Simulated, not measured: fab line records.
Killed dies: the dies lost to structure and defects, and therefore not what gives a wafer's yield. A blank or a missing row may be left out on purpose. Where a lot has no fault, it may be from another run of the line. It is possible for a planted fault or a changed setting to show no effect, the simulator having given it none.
The tool behind it: which one?	flow nand harc	36 wafers from 12 lots sampled at 5 of the route's 1159 steps

WHAT EACH GAUGE READ, for each wafer
NHARC_A_M0_CD_MEAS_09: the cd target is 80 nm.
lot	measured	on	cd nm (nm)
L382	day 17 21:11	cd sem-03	79.6 80.4 79.1
L385	day 17 21:40	cd sem-02	79.1 79.4 80.5
L386	day 18 15:34	cd sem-02	80.6 79.6 79.5
L383	day 18 18:27	cd sem-03	80.0 80.2 80.4
L388	day 19 10:43	cd sem-02	79.5 80.6 79.4
L389	day 19 21:25	cd sem-03	80.2 79.4 79.8
L397	day 22 06:05	cd sem-03	79.8 81.1 80.0
L398	day 22 06:20	cd sem-01	80.3 81.0 79.2
L396	day 22 07:05	cd sem-01	79.6 80.2 79.9
L402	day 22 15:38	cd sem-03	80.3 79.9 79.8
L403	day 22 22:31	cd sem-01	78.6 80.3 80.5
L404	day 23 12:16	cd sem-03	81.4 80.6 80.4

NHARC_END_SORT_01.
lot	measured	on	defect limited yield (%)	killed at array	killed at other	killed at periphery	killed dies	killed open	killed short	sort_bin_2_pct (%)	sort_bin_3_pct (%)	sort_bin_4_pct (%)	sort n pass	sort rim yield pct (%)	sort yield pct (%)
L397	day 24 01:56	prober-01	94.1 95.0 94.7	35 23 29	1 1 1	4 10 6	40 34 36	5 2 4	0 0 1	2.4 1.5 1.6	0.59 0.44 0.15	3.0 3.1 3.5	637 643 641	94.3 93.4 94.3	94.1 95.0 94.7
L396	day 24 09:44	prober-01	94.5 96.5 95.1	26 16 22	0 0 1	11 8 10	37 24 33	4 2 1	0 3 1	1.8 0.7 0.9	0.30 0.30 0	3.4 2.5 4.0	640 653 644	96.2 96.2 96.2	94.5 96.5 95.1

WHICH TOOL RAN EACH LOT (tool, then ch and the chambers of the sampled wafers, then the start)
lot	NHARC_A_BLC_PVD_32	NHARC_A_M0_ETCH_34	NHARC_A_M0_DEGAS_28
L382	pvd sputter-02, day 17 21:11 or earlier	rie diel-09 ch 0,1,3, day 17 21:27	pvd sputter-01, day 17 22:17
L385	pvd sputter-03, day 17 21:40 or earlier	rie diel-09 ch 1,2,3, day 17 21:56	pvd sputter-01, day 17 22:46
L386	pvd sputter-03, day 18 15:34 or earlier	rie diel-04 ch 1,2,3, day 18 15:50	pvd sputter-01, day 18 16:43
L383	pvd sputter-02, day 18 18:27 or earlier	rie diel-04 ch 0,1,2, day 18 18:44	pvd sputter-03, day 18 19:33
L388	pvd sputter-03, day 19 10:43 or earlier	rie diel-04 ch 0,2,3, day 19 10:59	pvd sputter-01, day 19 11:52
L389	pvd sputter-03, day 19 21:25 or earlier	rie diel-09 ch 0,1,3, day 19 21:41	pvd sputter-03, day 19 22:31
L397	pvd sputter-02, day 22 06:05 or earlier	rie diel-04 ch 1,2, day 22 06:22	pvd sputter-02, day 22 07:11
L398	pvd sputter-03, day 22 06:20 or earlier	rie diel-04 ch 0,1,2, day 22 06:37	pvd sputter-01, day 22 07:29
L396	pvd sputter-02, day 22 07:05 or earlier	rie diel-04 ch 0,3, day 22 07:21	pvd sputter-03, day 22 08:12
L402	pvd sputter-03, day 22 15:38 or earlier	rie diel-04 ch 1,3, day 22 15:55	pvd sputter-02, day 22 16:47
L403	pvd sputter-03, day 22 22:31 or earlier	rie diel-13 ch 2,3, day 22 22:48	pvd sputter-01, day 22 23:38
L404	pvd sputter-03, day 23 12:16 or earlier	rie diel-09 ch 1,2,3, day 23 12:32	pvd sputter-01, day 23 13:23
- NHARC_A_BLC_PVD_32: deposits Ti, target thk 5 nm, time 17.7 s.
- NHARC_A_M0_ETCH_34: etches the open film in N2/H2, target depth 40 nm, overetch 12 nm, time 43.94 s.
- NHARC_A_M0_DEGAS_28: time 60 s.

AS READ BY THE TOOLS THEMSELVES (means over the sampled wafers that have a number; for cases with no such wafer, the mark the record gives instead)
NHARC_A_BLC_PVD_32.
lot	tool	throttle valve pct (%)
L382	pvd sputter-02	29.4
L385	pvd sputter-03	29.7
L386	pvd sputter-03	30.3
L383	pvd sputter-02	29.2
L388	pvd sputter-03	30.7
L389	pvd sputter-03	30.2
L397	pvd sputter-02	29.2
L398	pvd sputter-03	30.5
L396	pvd sputter-02	29.6
L402	pvd sputter-03	30.6
L403	pvd sputter-03	31.3
L404	pvd sputter-03	30.5

NHARC_A_M0_ETCH_34.
lot	tool	drypump motor current A (A)	oes product au (a.u.)	rf vpp V (V)	run length s (s)	showerhead plenum p Torr (Torr)	throttle valve pct (%)
L382	rie diel-09	5.69	0.999	430.2	65.4	2.04	14.174
L385	rie diel-09	5.88	1.004	432.0	65.5	2.11	14.175
L386	rie diel-04	5.55	1.011	430.0	65.7	2.03	14.161
L383	rie diel-04	5.52	1.010	429.2	65.4	2.01	14.172
L388	rie diel-04	5.52	1.012	432.5	65.6	2.11	14.167
L389	rie diel-09	5.71	0.999	430.2	60.8	2.04	14.169
L397	rie diel-04	5.55	0.989	428.0	65.7	1.93	14.174
L398	rie diel-04	5.54	0.995	430.2	65.3	2.01	14.182
L396	rie diel-04	5.65	1.004	433.4	65.1	2.14	14.171
L402	rie diel-04	5.70	0.995	431.8	65.8	2.08	14.169
L403	rie diel-13	5.62	1.000	431.7	64.8	2.08	14.170
L404	rie diel-09	5.86	1.009	432.1	65.3	2.11	14.177

NHARC_A_M0_DEGAS_28.
lot	tool	heater power w (W)
L382	pvd sputter-01	355
L385	pvd sputter-01	350
L386	pvd sputter-01	348
L383	pvd sputter-03	295
L388	pvd sputter-01	366
L389	pvd sputter-03	294
L397	pvd sputter-02	323
L398	pvd sputter-01	345
L396	pvd sputter-03	324
L402	pvd sputter-02	346
L403	pvd sputter-01	329
L404	pvd sputter-01	352

THE ANSWER, worked out from the rows above alone
Rule: the usual values come from the lots themselves. Put in order of their means at a reading, lots are off if they are a third of the lots or fewer, leave a main group of 4 or more, and stand apart from it by a gap of 3 or more times the standard deviation of the main group's means; of several such gaps the widest counts. A main group whose means are all the same, to the digits that the tables above print for the reading, isn't used. A lot without any number at a reading at which 4 lots or more have one is off too. Any other lot the step has rows for is counted as sound. First the gauges in route order, then the tools' own readings, where a lot's mean is used as printed above. At the first step where some lot is off, the reading lying furthest off is the one used; lots without a number count as furthest.
Off, at NHARC_A_M0_ETCH_34 on run length s: L389. The main group has a mean of 65.4 s with a standard deviation of 0.28.
If a tool, at that step or one of the process steps before it, ran each lot that is off and ran no sound lot following the first of them, it fits. NHARC_A_BLC_PVD_32 gives no start for some lots, so the hours and the order of its lots are those of NHARC_A_M0_CD_MEAS_09. Of those tried, none fits.

WHAT THE SIMULATOR HAD INSERTED
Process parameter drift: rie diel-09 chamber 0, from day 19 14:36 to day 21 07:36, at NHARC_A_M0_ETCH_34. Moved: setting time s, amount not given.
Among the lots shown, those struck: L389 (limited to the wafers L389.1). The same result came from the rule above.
